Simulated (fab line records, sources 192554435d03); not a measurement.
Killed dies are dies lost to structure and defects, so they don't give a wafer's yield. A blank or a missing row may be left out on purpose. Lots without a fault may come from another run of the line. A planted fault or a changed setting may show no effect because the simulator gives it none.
Which tool did it? | flow n5_finfet | 9 lots, 26 wafers sampled, at 6 steps of a route of 1938

WHAT THE GAUGES READ, wafer by wafer
N5_BEOL_M3_THK_MEAS_01.
lot  | measured     | on            | M3_ILD_THK (nm)
L798 | day 7 17:29  | film_metro-02 | 77.9 78.8 79.2
L801 | day 8 19:04  | film_metro-01 | 75.9 78.5
L803 | day 9 10:39  | film_metro-02 | 78.0 79.1 79.0
L809 | day 10 13:09 | film_metro-02 | 76.4 77.9 77.6
L810 | day 10 15:41 | film_metro-01 | 77.8 80.9 80.4
L812 | day 11 08:12 | film_metro-02 | 77.2 78.0 76.8
L813 | day 12 02:34 | film_metro-02 | 77.6 78.7 77.6
L816 | day 12 15:36 | film_metro-01 | 79.0 79.5 79.7
L817 | day 12 23:14 | film_metro-01 | 75.8 77.6 78.5

N5_BEOL_M3_OVL_MEAS_12.
lot  | measured     | on         | M3_OVL (nm)
L798 | day 7 20:11  | overlay-01 | 0.3 -0.3 0.5
L801 | day 8 21:25  | overlay-02 | -2.1 -0.9
L803 | day 9 12:35  | overlay-02 | 1.2 -0.4 0.1
L809 | day 10 17:07 | overlay-02 | 10.5 10.8 9.5
L810 | day 10 17:20 | overlay-02 | 10.4 10.2 10.6
L812 | day 11 09:46 | overlay-02 | -0.2 -0.2 0.2
L813 | day 12 03:41 | overlay-01 | 1.2 0.5 0.8
L816 | day 12 16:47 | overlay-02 | 0.0 1.1 -0.7
L817 | day 13 00:10 | overlay-01 | 0.0 0.3 0.5

N5_BEOL_M4_RC_MEAS_101.
lot  | measured     | on        | DIBL_N (mV/V)  | DIBL_P (mV/V)  | IOFF_N (nA/um) | IOFF_P (nA/um) | ION_N (uA/um) | ION_P (uA/um) | SS_N (mV/dec)  | SS_P (mV/dec)  | VT_N (mV)   | VT_P (mV)
L798 | day 8 14:33  | prober-02 | 36.5 37.0 39.3 | 34.2 36.7 37.7 | 0.13 0.15 0.18 | 0.21 0.26 0.26 | 670 658 680   | 468 464 470   | 71.2 71.2 72.3 | 73.3 73.5 73.6 | 254 250 247 | -247 -248 -245
L801 | day 9 12:52  | prober-02 | 36.8 38.7      | 37.1 38.1      | 0.14 0.19      | 0.24 0.25      | 645 679       | 448 464       | 70.6 71.8      | 73.9 73.3      | 254 247     | -251 -249
L803 | day 10 05:03 | prober-02 | 38.8 38.0 39.1 | 39.8 37.3 39.7 | 0.21 0.18 0.19 | 0.29 0.24 0.28 | 691 677 667   | 475 465 468   | 71.1 71.7 71.3 | 74.3 73.2 74.1 | 243 252 247 | -242 -247 -245
L809 | day 11 08:13 | prober-01 | 41.2 37.0 40.0 | 41.2 36.4 39.8 | 0.24 0.16 0.22 | 0.31 0.24 0.28 | 666 676 691   | 450 465 476   | 72.3 71.5 72.2 | 74.2 73.9 73.6 | 249 248 247 | -248 -248 -248
L810 | day 11 13:32 | prober-02 | 35.3 36.3 35.2 | 34.4 35.7 34.0 | 0.12 0.15 0.12 | 0.18 0.20 0.17 | 661 688 648   | 461 476 452   | 71.0 71.4 71.3 | 72.3 72.5 72.6 | 254 252 257 | -252 -255 -254
L812 | day 12 09:40 | prober-01 | 40.8 38.5 39.0 | 40.6 36.9 38.1 | 0.23 0.18 0.19 | 0.29 0.24 0.25 | 690 655 664   | 470 457 460   | 72.2 71.7 71.6 | 74.2 73.8 73.0 | 244 249 249 | -247 -247 -247
L813 | day 13 03:25 | prober-01 | 36.3 35.6 40.4 | 37.2 35.8 39.2 | 0.17 0.15 0.25 | 0.24 0.22 0.27 | 693 665 676   | 480 466 461   | 70.8 71.5 73.2 | 72.9 72.4 73.8 | 248 248 248 | -247 -248 -244
L816 | day 13 17:25 | prober-01 | 39.4 34.4 39.7 | 39.4 34.4 40.4 | 0.22 0.12 0.23 | 0.25 0.18 0.28 | 683 672 697   | 457 465 474   | 72.8 71.4 72.3 | 74.8 73.1 74.5 | 244 251 241 | -249 -254 -249
L817 | day 13 19:04 | prober-02 | 37.1 35.2 38.5 | 36.8 35.5 38.6 | 0.19 0.13 0.20 | 0.20 0.18 0.23 | 668 659 673   | 454 452 457   | 72.8 71.5 72.3 | 73.0 73.1 74.2 | 248 251 248 | -253 -253 -249

WHICH TOOL RAN EACH LOT (tool, then ch and the chambers of the sampled wafers, then the start)
lot  | N5_BEOL_M3_EXPOSE_08              | N5_BEOL_M3_ETCH_74                 | N5_BEOL_M3_STRIP_66
L798 | euv_scanner-01 ch 0, day 7 20:02  | rie_diel-02 ch 0,1,2, day 7 20:19  | rie_diel-02 ch 0,1,2, day 7 20:29
L801 | euv_scanner-02 ch 0, day 8 21:15  | rie_diel-03 ch 1, day 8 21:32      | rie_diel-03 ch 1, day 8 21:43
L803 | euv_scanner-01 ch 0, day 9 12:26  | rie_diel-03 ch 1,3, day 9 12:43    | rie_diel-03 ch 1,3, day 9 12:53
L809 | euv_scanner-01 ch 0, day 10 16:58 | rie_diel-02 ch 0,3, day 10 17:14   | rie_diel-02 ch 0,3, day 10 17:25
L810 | euv_scanner-01 ch 0, day 10 17:11 | rie_diel-01 ch 1,2, day 10 17:28   | rie_diel-01 ch 1,2, day 10 17:38
L812 | euv_scanner-02 ch 0, day 11 09:37 | rie_diel-02 ch 0,2,3, day 11 10:49 | rie_diel-02 ch 0,2,3, day 11 10:59
L813 | euv_scanner-02 ch 0, day 12 03:32 | rie_diel-03 ch 0,2,3, day 12 03:50 | rie_diel-03 ch 0,2,3, day 12 04:00
L816 | euv_scanner-02 ch 0, day 12 16:38 | rie_diel-01 ch 1,2,3, day 12 16:55 | rie_diel-01 ch 1,2,3, day 12 17:05
L817 | euv_scanner-02 ch 0, day 13 00:01 | rie_diel-03 ch 1,2,3, day 13 00:18 | rie_diel-03 ch 1,2,3, day 13 00:28
- N5_BEOL_M3_EXPOSE_08: exposes mask M3.
- N5_BEOL_M3_ETCH_74: etches underlayer in N2/H2, target depth 6.5 nm, time 5.2 s.
- N5_BEOL_M3_STRIP_66: strips in CF4.

WHAT THE TOOLS THEMSELVES READ (means of the sampled wafers that have a number; where no wafer has one, the mark that the record gives instead)
N5_BEOL_M3_EXPOSE_08.
lot  | tool           | exposure_dose_mJ_cm2
L798 | euv_scanner-01 | 32.93
L801 | euv_scanner-02 | 32.89
L803 | euv_scanner-01 | 32.95
L809 | euv_scanner-01 | 32.92
L810 | euv_scanner-01 | 32.90
L812 | euv_scanner-02 | 32.86
L813 | euv_scanner-02 | 32.82
L816 | euv_scanner-02 | 32.80
L817 | euv_scanner-02 | 32.80

N5_BEOL_M3_ETCH_74.
lot  | tool        | drypump_motor_current_A (A) | etch_rf_on_time_s (s) | oes_product_au (a.u.) | rf_vpp_V (V) | showerhead_plenum_p_Torr (Torr) | throttle_valve_pct (%)
L798 | rie_diel-02 | 5.8                         | 5.14                  | 0.68                  | 523.2        | 2.52                            | 18.0
L801 | rie_diel-03 | 6.2                         | 5.19                  | 0.65                  | 526.1        | 2.64                            | 18.2
L803 | rie_diel-03 | 6.1                         | 5.15                  | 0.63                  | 523.3        | 2.55                            | 18.0
L809 | rie_diel-02 | 5.7                         | 5.23                  | 0.65                  | 523.2        | 2.55                            | 17.8
L810 | rie_diel-01 | 5.8                         | 5.11                  | 0.63                  | 523.1        | 2.49                            | 18.0
L812 | rie_diel-02 | 5.6                         | 5.17                  | 0.62                  | 523.8        | 2.53                            | 18.1
L813 | rie_diel-03 | 5.8                         | 5.15                  | 0.68                  | 525.0        | 2.57                            | 17.8
L816 | rie_diel-01 | 5.7                         | 5.26                  | 0.61                  | 523.0        | 2.49                            | 18.0
L817 | rie_diel-03 | 6.0                         | 5.04                  | 0.68                  | 525.8        | 2.56                            | 17.9

N5_BEOL_M3_STRIP_66.
lot  | tool        | cf4_flow_sccm (sccm) | drypump_motor_current_A (A) | oes_product_au (a.u.) | rf_vpp_V (V) | showerhead_plenum_p_Torr (Torr) | throttle_valve_pct (%)
L798 | rie_diel-02 | 149.7                | 5.7                         | 0.78                  | 270.8        | 1.78                            | 13.75
L801 | rie_diel-03 | 149.9                | 6.2                         | 0.74                  | 271.8        | 1.87                            | 13.95
L803 | rie_diel-03 | 150.0                | 6.1                         | 0.73                  | 271.0        | 1.82                            | 13.87
L809 | rie_diel-02 | 149.9                | 5.6                         | 0.76                  | 270.8        | 1.78                            | 13.42
L810 | rie_diel-01 | 150.1                | 5.7                         | 0.72                  | 270.7        | 1.76                            | 13.79
L812 | rie_diel-02 | 149.7                | 5.6                         | 0.71                  | 270.7        | 1.77                            | 13.69
L813 | rie_diel-03 | 150.1                | 5.8                         | 0.79                  | 271.4        | 1.81                            | 13.64
L816 | rie_diel-01 | 149.5                | 5.8                         | 0.71                  | 269.5        | 1.76                            | 13.81
L817 | rie_diel-03 | 149.8                | 6.0                         | 0.78                  | 271.5        | 1.81                            | 13.75

THE ANSWER, worked out from the rows above alone
Rule: what is usual is taken from the lots themselves. Put in order of their means at a reading, lots are off if they are a third of the lots or fewer, leave a main group of 4 or more, and stand apart from it by a gap of 3 or more times the standard deviation of the main group's means; of several such gaps the widest counts. A main group whose means are all the same, to the digits that the tables above print for the reading, isn't used. A lot without any number at a reading at which 4 lots or more have one is off too. The other lots that the step has rows for count as sound. The gauges are gone through in route order, then the tools' own readings, and for those a lot's mean is taken as printed above. The first step at which some lot is off is used, and at that step the reading that is off furthest; a lot without a number counts as furthest.
Off: L809, L810, at N5_BEOL_M3_OVL_MEAS_12 (M3_OVL). The main group: mean 0.0 nm, standard deviation 0.67.
A tool fits if, at a process step before that reading, it ran every lot that is off, and no sound lot after the first of them. The gauges at N5_BEOL_M3_OVL_MEAS_12 are tried like those tools. One fits: euv_scanner-01 at N5_BEOL_M3_EXPOSE_08. Its last sound lot is L803 (day 9 12:26), its first lot that is off L809 (day 10 16:58): a fault that began between those two fits.

WHAT THE SIMULATOR HAD PUT IN
Scanner matching overlay: euv_scanner-01, from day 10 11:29 on, at N5_BEOL_M3_EXPOSE_08. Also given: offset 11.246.
Lots struck among those shown: L809, L810. The rule above found the same.
